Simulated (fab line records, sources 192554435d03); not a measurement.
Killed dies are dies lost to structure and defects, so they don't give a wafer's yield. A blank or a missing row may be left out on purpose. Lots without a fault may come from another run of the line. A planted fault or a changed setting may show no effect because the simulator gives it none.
Split-lot experiment | flow n5_finfet | 7 lots, 21 wafers read, on a route of 1938 steps

THE SPLIT
At N5_BEOL_M8_EXPOSE_25 (exposes mask V7, target cd 40 nm), the setting dose_mj was moved away from the recipe's 42.5 on 10 of the 21 wafers read, by -4.9% to +5.7%. The other wafers ran this setting at the recipe's value.

FROM THE SPLIT TO THE READING: what the file shows between them, 3 steps
- N5_BEOL_M8_PEB_26: peb time 60 s
- N5_BEOL_M8_DEVELOP_27: develop time 30 s
- N5_BEOL_M8_DESCUM_33: chemistry O2, time 7 s

THE READING
BEOL_M8.cd_nm (the simulator's own value, which no gauge read), in nm, at N5_BEOL_M8_ETCH_72 (etches underlayer in N2/H2, target depth 6.5 nm, time 5.2 s). The file gives no usual value for it. The 11 wafers here that ran the recipe average 39.9 nm, standard deviation 0.2 nm.

wafer  | tool, chamber at the split | dose_mj as run | against the recipe | BEOL_M8.cd_nm, nm | against lot-mates on the recipe
L077.2 | euv_scanner-01, 0          | 44.93          | +5.7%              | 41                | +1.0
L077.4 | euv_scanner-01, 0          | 42.5           | recipe             | 40                | -
L077.5 | euv_scanner-01, 0          | 44.93          | +5.7%              | 41                | +1.0
L079.1 | euv_scanner-02, 0          | 42.5           | recipe             | 40                | -
L079.5 | euv_scanner-02, 0          | 42.5           | recipe             | 40                | -
L079.6 | euv_scanner-02, 0          | 44.26          | +4.1%              | 40.8              | +0.8
L082.1 | euv_scanner-02, 0          | 42.5           | recipe             | 39.6              | -
L082.2 | euv_scanner-02, 0          | 42.5           | recipe             | 40                | -
L082.5 | euv_scanner-02, 0          | 42.5           | recipe             | 39.6              | -
L085.1 | euv_scanner-01, 0          | 44.32          | +4.3%              | 40.8              | +0.8
L085.5 | euv_scanner-01, 0          | 44.32          | +4.3%              | 40.8              | +0.8
L085.6 | euv_scanner-01, 0          | 42.5           | recipe             | 40                | -
L089.1 | euv_scanner-02, 0          | 42.5           | recipe             | 39.8              | -
L089.2 | euv_scanner-02, 0          | 40.42          | -4.9%              | 38.4              | -1.4
L089.6 | euv_scanner-02, 0          | 42.5           | recipe             | 39.8              | -
L093.4 | euv_scanner-02, 0          | 44.3           | +4.2%              | 40.8              | no lot-mate on the recipe
L093.5 | euv_scanner-02, 0          | 44.3           | +4.2%              | 40.8              | no lot-mate on the recipe
L093.6 | euv_scanner-02, 0          | 44.3           | +4.2%              | 40.6              | no lot-mate on the recipe
L095.1 | euv_scanner-01, 0          | 42.5           | recipe             | 40.2              | -
L095.2 | euv_scanner-01, 0          | 42.5           | recipe             | 40.2              | -
L095.4 | euv_scanner-01, 0          | 43.49          | +2.3%              | 40.4              | +0.2

THE FIT
A straight line over all 21 wafers: BEOL_M8.cd_nm changes by +0.22 nm for each +1% of dose_mj; r = +0.95; the points scatter about the line by 0.19 nm.
The same after taking each lot's own level away (the mean of its wafers on the recipe; 18 wafers): +0.204 nm for each +1%; r = +0.97; scatter 0.14 nm.
On that fit, the largest move of dose_mj shifts the reading by 1.2 nm.
The lots' own levels span 39.73 to 40.20 nm, that is 2.4 times the standard deviation above.
So the lot-to-lot level changes the slope little: the two slopes agree.
Check: with one of the wafers moved furthest among these (+5.7%) left out of the fit, the line predicts +1.13 nm for it against its lot-mates. It came out at +1 nm against them.

THE WHOLE CHAIN: every reading that the file lists as answering this split, in the file's order
step                 | what it does                                                | reading                                                        | change (the file's fit)               | r (the file's)
N5_BEOL_M8_DESCUM_33 | chemistry O2, time 7 s                                      | BEOL_M8.cd_nm (the simulator's own value, which no gauge read) | +0.215 nm for each +1% of the setting | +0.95
N5_BEOL_M8_ETCH_72   | etches underlayer in N2/H2, target depth 6.5 nm, time 5.2 s | BEOL_M8.cd_nm (the simulator's own value, which no gauge read) | +0.203 nm for each +1% of the setting | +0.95

THE FILE'S OWN FIT
BEOL_M8.cd_nm changes by +0.203 nm for each +1% of dose_mj, r = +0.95.
